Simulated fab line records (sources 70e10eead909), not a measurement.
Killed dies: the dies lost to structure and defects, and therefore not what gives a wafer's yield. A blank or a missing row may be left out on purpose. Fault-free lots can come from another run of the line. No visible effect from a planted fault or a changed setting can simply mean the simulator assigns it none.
8D (eight disciplines) problem report, filled in by code	flow nandHarc	the parts of the form that need people (team, actions taken, sign-off) are left out

1. THE ISSUE
Mean of cdNm at NHARC_P_CONTACT_CD_MEAS_12: 73.8 nm across 9 wafers in 3 lots; on wafers with no fault it is 90.3 nm (standard deviation 0.55). That puts it -30 standard deviations away from the usual mean.
The step: target cd 90 nm.
Earliest sighting: wafer L768.2 on cdSem-03 at day 9 02:26. The record has a number at this step for 36 wafers belonging to 12 lots. The rule behind "out" and "out of limits": a value lying over 4 standard deviations away from the usual mean. The rest of the wafers with a number are treated as sound.

2. WHAT THIS IS AND IS NOT
question	is	is not
which readings at this step	cdNm	-
which lots	L768, L771, L773	L762, L763, L764, L772, L774, L776, L778, L781, L782
which wafers of those lots	all that have a number	-
read on which gauges	cdSem-01, cdSem-03	cdSem-02
when	from day 9 02:26	up to then (9 sound wafers); but 18 sound wafers of L772, L774, L776, L778, L781, L782 came after

3. SUSPECTS, AND WHAT RULES EACH OUT
Counting: a tool at any process step up to the reading remains a suspect when it ran all the lots that are out and ran no sound lot after the first of those.
- the gauge at NHARC_P_CONTACT_CD_MEAS_12: ruled out. The wafers that are out were read on 2 gauges (cdSem-01, cdSem-03).
- arfiScanner-03 at NHARC_P_CONTACT_EXPOSE_09 (exposes mask P CA, target cd 90 nm): kept. All lots that are out passed through it, beginning with L768 at day 9 02:19, and no sound lot followed; its final sound lot before that point was L764 at day 7 16:12. On those wafers its own readings are out: exposureDoseMJCm2.
The count leaves arfiScanner-03 at NHARC_P_CONTACT_EXPOSE_09.

4. THE CAUSE (what the simulator had put in)
Process parameters drifting: arfiScanner-03 at NHARC_P_CONTACT_EXPOSE_09, beginning at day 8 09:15. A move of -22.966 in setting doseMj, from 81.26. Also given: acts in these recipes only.
The count eliminated every tool but this one.

5. THE EFFECT CHAIN, in route order
Each row: a reading where the mean over the struck wafers with a number is more than 3 standard deviations away from the usual. Scope: only readings with a usual standard deviation given in the record; hours: median across lots of the time from each lot's start at the first step in this table that gives one to its start at this step; sigmas: change in usual standard deviations.
hours	step	reading	usual	on struck wafers	change	sigmas
0	NHARC_P_CONTACT_EXPOSE_09	exposureDoseMJCm2	81.26	62.56	-18.70	-99 or more
0	NHARC_P_CONTACT_CD_MEAS_12	cdNm	90.3 nm	73.8	-16.5	-30
1	NHARC_P_CONTACT_CD_MEAS_19	cdNm	90.5 nm	73.3	-17.2	-12
450	NHARC_END_SORT_01	killedAtPeriphery	3.5	356.1	+352.6	+99 or more
450	NHARC_END_SORT_01	killedDies	69	419	+350	+21
Its process steps:
- NHARC_P_CONTACT_EXPOSE_09: exposes mask P CA, target cd 90 nm.

6. WHAT WOULD HAVE CAUGHT IT SOONER
17 hours passed between the start of the fault at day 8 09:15 and the first reading out of limits at a measuring or inspecting step in this record, taken at day 9 02:26.
Tool's own readings at NHARC_P_CONTACT_EXPOSE_09, exposureDoseMJCm2: out on all struck wafers the step has rows for; an alarm limit on them would have tripped on the first.
Among the 3 lots that are out, L771, L773 began NHARC_P_CONTACT_EXPOSE_09 on arfiScanner-03 after day 9 02:26. A hold on the tool at that time would have spared those 2.
